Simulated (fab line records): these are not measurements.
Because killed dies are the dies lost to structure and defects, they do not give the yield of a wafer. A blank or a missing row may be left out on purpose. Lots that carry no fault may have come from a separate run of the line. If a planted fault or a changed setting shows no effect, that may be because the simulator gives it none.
fab line records	flow n5-finfet
record: lots: 11	wafers: 31	last-day: 18
route steps=1938 shown BEOL_M2@901 BEOL_M4@1111
lots that met no fault: from a run of the same line without faults
start-h: hours from the record's first day to the start of the lot's first wafer shown	wait-h: hours since the lot's step before	" same as the row above	L1.1+2: a row that stands for several wafers	- no value, or no start given	* or withheld: withheld	< > ~ a bound
route shown NAME@n: names a module that has steps shown in the file, with the first one's number in the route	usual: the fault-free wafers' mean and standard deviation	same: alike in all rows	chamber/n: place in a boat	sites: the reading at each site	_std_site: the values' standard deviation	_edge_site: inner sites' mean taken away from outer sites' mean	radius-mm: how far each site lies from the wafer's centre	mask NAME#n: copy n	behind: the last tool/chamber to shape the wafer	hold: the reason the lot was held/the length of the hold in hours/how it ended	device: transistor that didn't switch, given as n, p or np	end of line: the same wafers' tests at the end of the route	where a step has no rows: the recipe by itself	killed: not the wafer's yield, but the dies lost to structure and defects at the first sort	map: the dies of a wafer, with x for killed, . for not killed, _ for no die there
set.NAME: the run value of the setting; set.NAME@STEP: its run value at that earlier step	model.NAME: the simulator's own value behind a step, which no gauge read
steps of the route over a sample of lots; a table a step, a row a wafer
services: from which hour (start-h, from the record's first day; less than 0 if before it) a tool's chamber was out of use, for how many hours, and why
== steps ==
step: N5_BEOL_M2_ALD_84
recipe: material: TaN	target-thk-a: *	temp-c: 275	ald-precursor-family: PDMAT	ald-co-reactant: NH3	pressure-torr: 3	carrier-flow-sccm: 1500	pulse-time-s: 2	purge-time-s: 3	co-reactant-purge-time-s: 2	co-reactant-pulse-time-s: 3	ald-cycles: 30	precursor-vessel-temp-c: 75	precursor-vessel-pressure-torr: 26.25	precursor-vessel-carrier-sccm: 1000
usual: heater-power-w: 398/36
lot.wafer	tool	chamber	start-h	wait-h	heater-power-w
L507.3	ald-metal-03	2	140.46	0.0	414
L507.4	"	0	"	"	360
L507.6	"	3	"	"	369
L508.1	ald-metal-02	1	149.08	0.0	373
L508.3	"	2	"	"	365
L508.5	"	3	"	"	430
L509.3	ald-metal-04	1	158.09	0.1	402
L509.5	"	3	"	"	412
L509.6	"	2	"	"	415
L510.1	ald-metal-02	0	165.86	0.1	487
L510.2	"	3	"	"	424
L510.6	"	1	"	"	379
L511.3	ald-metal-04	3	170.09	0.0	419
L511.5	"	3	"	"	414
L511.6	"	0	"	"	343
L518.2	ald-metal-03	0	204.03	0.1	375
L518.3	"	2	"	"	426
L520.1	ald-metal-02	2	221.47	0.0	369
L520.4	"	0	"	"	495
L521.1	ald-metal-04	2	234.56	0.1	418
L521.3	"	1	"	"	408
L521.6	"	2	"	"	398
L522.3	ald-metal-02	1	238.16	0.1	377
L522.4	"	0	"	"	491
L522.6	"	3	"	"	423
L527.3	ald-metal-04	2	262.55	0.1	411
L527.4	"	2	"	"	406
L527.5	"	1	"	"	400
L529.2	ald-metal-04	1	271.28	0.0	400
L529.4	"	2	"	"	414
L529.6	"	1	"	"	404
step: N5_BEOL_M2_CVD_47
recipe: material: Co	target-thk-a: 30	temp-c: withheld	precursor: CCTBA/H2	pressure-torr: 30	time-s: 223.8
usual: run-length-s: 246.7/0.5
lot.wafer	tool	chamber	start-h	wait-h	run-length-s
L507.3	cvd-co-02	0	140.85	0.1	246.9
L507.4	"	2	"	"	246.1
L507.6	"	1	"	"	246.9
L508.1	cvd-co-01	2	149.48	0.1	247.1
L508.3	"	0	"	"	246.8
L508.5	"	1	"	"	247.0
L509.3	cvd-co-02	1	158.47	0.1	246.8
L509.5	"	2	"	"	246.0
L509.6	"	1	"	"	246.6
L510.1	cvd-co-02	1	166.85	0.0	246.8
L510.2	"	0	"	"	246.8
L510.6	"	1	"	"	247.1
L511.3	cvd-co-02	2	170.46	0.1	246.3
L511.5	"	0	"	"	246.9
L511.6	"	1	"	"	246.9
L518.2	cvd-co-02	2	204.39	0.1	245.7
L518.3	"	0	"	"	249.2
L520.1	cvd-co-02	2	221.88	0.1	245.8
L520.4	"	1	"	"	249.3
L521.1	cvd-co-01	0	234.92	0.1	246.2
L521.3	"	0	"	"	246.6
L521.6	"	1	"	"	246.8
L522.3	cvd-co-01	1	238.74	0.1	247.2
L522.4	"	0	"	"	246.1
L522.6	"	1	"	"	246.8
L527.3	cvd-co-01	1	262.89	0.1	247.1
L527.4	"	0	"	"	246.7
L527.5	"	2	"	"	246.9
L529.2	cvd-co-01	1	271.64	0.1	247.1
L529.4	"	1	"	"	246.8
L529.6	"	0	"	"	246.9
step: N5_BEOL_M2_SPUTTER_48
recipe: material: Cu	target-thk-a: 45	temp-c: -20	chamber-pressure-pa: 0.07	power-w: withheld	time-s: 8.29
usual: throttle-valve-pct: 30.0/1
lot.wafer	tool	chamber	start-h	wait-h	throttle-valve-pct
L507.3	pvd-sputter-03	-	141.13	0.2	30.2
L507.4	"	-	"	"	28.4
L507.6	"	-	"	"	28.5
L508.1	pvd-sputter-03	-	149.90	0.4	29.7
L508.3	"	-	"	"	29.4
L508.5	"	-	"	"	29.4
L509.3	pvd-sputter-01	-	158.72	0.2	31.2
L509.5	"	-	"	"	29.0
L509.6	"	-	"	"	30.9
L510.1	pvd-sputter-01	-	167.09	0.2	28.9
L510.2	"	-	"	"	31.3
L510.6	"	-	"	"	31.3
L511.3	pvd-sputter-03	-	170.71	0.2	28.3
L511.5	"	-	"	"	28.4
L511.6	"	-	"	"	30.1
L518.2	pvd-sputter-03	-	204.75	0.3	30.5
L518.3	"	-	"	"	29.2
L520.1	pvd-sputter-02	-	222.17	0.2	31.9
L520.4	"	-	"	"	30.3
L521.1	pvd-sputter-02	-	235.31	0.3	32.0
L521.3	"	-	"	"	30.5
L521.6	"	-	"	"	30.6
L522.3	pvd-sputter-03	-	239.01	0.2	29.1
L522.4	"	-	"	"	29.8
L522.6	"	-	"	"	29.8
L527.3	pvd-sputter-02	-	263.14	0.2	29.2
L527.4	"	-	"	"	31.8
L527.5	"	-	"	"	29.5
L529.2	pvd-sputter-02	-	271.80	0.1	30.6
L529.4	"	-	"	"	31.7
L529.6	"	-	"	"	32.0
step: N5_BEOL_M2_SPUTTER_79
recipe: material: Cu	target-thk-a: 45	temp-c: -20	chamber-pressure-pa: 0.07	power-w: withheld	time-s: 8.29
usual: throttle-valve-pct: 30.0/1
lot.wafer	tool	chamber	start-h	wait-h	throttle-valve-pct
L507.3	pvd-sputter-03	-	141.35	0.1	30.4
L507.4	"	-	"	"	28.1
L507.6	"	-	"	"	28.2
L508.1	pvd-sputter-03	-	150.12	0.1	29.5
L508.3	"	-	"	"	29.5
L508.5	"	-	"	"	29.3
L509.3	pvd-sputter-01	-	158.94	0.1	31.2
L509.5	"	-	"	"	28.7
L509.6	"	-	"	"	30.5
L510.1	pvd-sputter-01	-	167.31	0.1	29.0
L510.2	"	-	"	"	31.3
L510.6	"	-	"	"	31.3
L511.3	pvd-sputter-03	-	170.93	0.1	28.4
L511.5	"	-	"	"	28.3
L511.6	"	-	"	"	30.0
L518.2	pvd-sputter-03	-	204.97	0.1	30.2
L518.3	"	-	"	"	29.6
L520.1	pvd-sputter-02	-	222.39	0.1	32.0
L520.4	"	-	"	"	30.8
L521.1	pvd-sputter-02	-	235.53	0.1	31.7
L521.3	"	-	"	"	30.6
L521.6	"	-	"	"	30.7
L522.3	pvd-sputter-03	-	239.23	0.1	29.6
L522.4	"	-	"	"	29.6
L522.6	"	-	"	"	29.7
L527.3	pvd-sputter-02	-	263.36	0.1	29.2
L527.4	"	-	"	"	32.0
L527.5	"	-	"	"	29.3
L529.2	pvd-sputter-02	-	272.02	0.1	30.6
L529.4	"	-	"	"	31.6
L529.6	"	-	"	"	31.5
step: N5_BEOL_M4_RC_MEAS_101
usual: DIBL_N: 36.0/2	DIBL_P: 36.2/2.2	IOFF_N: 0.16/0.034	IOFF_P: 0.21/0.04	ION_N: 675/12	ION_P: 463/7.2	SS_N: 71.6/0.6	SS_P: 73.3/0.67	VT_N: 250/3	VT_P: -251/3.4
lot.wafer	tool	chamber	start-h	wait-h	DIBL_N[mV/V]	DIBL_P[mV/V]	IOFF_N[nA/um]	IOFF_P[nA/um]	ION_N[uA/um]	ION_P[uA/um]	SS_N[mV/dec]	SS_P[mV/dec]	VT_N[mV]	VT_P[mV]
L507.3	prober-02	0	169.71	0.3	37.7	36.6	0.17	0.21	670	452	72.3	74.3	251	-252
L507.4	"	0	"	"	35.6	34.6	0.12	0.18	662	457	72.2	73.1	253	-255
L507.6	"	0	"	"	35.6	34.4	0.14	0.18	650	451	71.8	73.6	250	-256
L508.1	prober-01	0	178.60	0.0	38.6	39.1	0.22	0.26	692	468	71.6	73.7	248	-250
L508.3	"	0	"	"	37.0	37.7	0.19	0.24	684	467	71.2	73.8	246	-248
L508.5	"	0	"	"	36.2	36.8	0.18	0.22	683	464	71.8	73.9	245	-250
L509.3	prober-02	0	188.79	0.3	33.9	35.7	0.13	0.18	667	460	71.1	73.1	251	-252
L509.5	"	0	"	"	35.8	37.6	0.15	0.19	680	460	71.4	73.6	248	-253
L509.6	"	0	"	"	33.0	34.6	0.11	0.16	648	445	71.1	72.9	255	-255
L510.1	prober-02	0	193.11	0.0	36.7	38.3	0.18	0.23	680	465	71.9	72.7	249	-249
L510.2	"	0	"	"	34.7	36.3	0.15	0.20	669	461	71.4	72.7	251	-252
L510.6	"	0	"	"	35.8	37.5	0.16	0.21	669	460	71.4	72.5	248	-252
L511.3	prober-02	0	198.35	0.3	35.2	35.2	0.14	0.18	681	460	71.1	73.5	251	-251
L511.5	"	0	"	"	36.7	36.1	0.16	0.18	673	455	71.7	72.3	251	-254
L511.6	"	0	"	"	34.6	35.2	0.13	0.17	665	461	70.6	72.1	250	-252
L518.2	prober-01	0	242.75	0.2	40.9	40.8	0.20	0.26	700	469	71.1	75.2	247	-249
L518.3	"	0	"	"	40.6	40.0	0.20	0.25	687	466	71.7	74.1	247	-249
L520.1	prober-01	0	249.80	0.0	37.6	38.4	0.19	0.25	678	467	71.1	73.8	250	-248
L520.4	"	0	"	"	35.4	36.5	0.17	0.22	679	470	71.9	73.1	249	-248
L522.3	prober-01	0	268.27	0.3	35.6	35.2	0.16	0.23	679	463	71.4	73.3	251	-246
L522.4	"	0	"	"	39.0	39.3	0.24	0.31	697	477	72.2	74.0	246	-245
L522.6	"	0	"	"	35.0	34.8	0.16	0.22	673	461	71.5	73.1	249	-247
L521.1	prober-02	0	268.85	0.0	34.6	34.6	0.13	0.19	669	464	71.6	72.6	253	-252
L521.3	"	0	"	"	37.4	38.7	0.17	0.25	674	462	72.4	74.2	249	-248
L521.6	"	0	"	"	34.8	35.9	0.13	0.21	665	458	72.0	73.4	253	-250
L527.3	prober-02	0	309.24	0.3	38.0	38.2	0.18	0.23	675	462	71.4	74.1	250	-248
L527.4	"	0	"	"	38.9	39.1	0.20	0.27	683	470	72.0	74.2	248	-247
L527.5	"	0	"	"	38.2	38.4	0.18	0.23	682	469	72.5	74.7	248	-247
L529.2	prober-01	0	311.77	0.2	39.8	39.3	0.24	0.29	696	470	72.4	74.2	243	-246
L529.4	"	0	"	"	35.9	36.6	0.17	0.23	690	464	71.0	72.5	247	-247
L529.6	"	0	"	"	35.3	35.1	0.15	0.21	669	467	71.4	72.7	251	-252
== services ==
tool	chamber	start-h	hours	kind
ald-metal-04	-	117.95	8.7	pm
cvd-co-01	-	120.11	5.2	repair
ald-metal-03	1	127.24	24.1	repair
ald-metal-04	-	137.10	0.7	repair
cvd-co-01	2	231.13	12.4	repair
ald-metal-04	3	248.32	174.3	repair
== key ==
first-sign: step: N5_BEOL_M2_CVD_47	reading: run-length-s	direction: up	sigmas: 5	usual: *	struck: *
effect none on later readings
met-at N5_BEOL_M2_CVD_47
struck-lots L518,L520
struck-wafers L518.3,L520.4
not-acting-at N5_BEOL_M2_ALD_84,N5_BEOL_M2_SPUTTER_48,N5_BEOL_M2_SPUTTER_79
onset-between 170.46 204.39
fault: kind: process-parameter-drift	tool: cvd-co-02	chamber: -	onset-h: 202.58	steps: N5_BEOL_M2_CVD_47	channel: time-s	offset: *	shape: step	end-h: 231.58	scope: struck-wafers-only	acts-in: *	stated: *
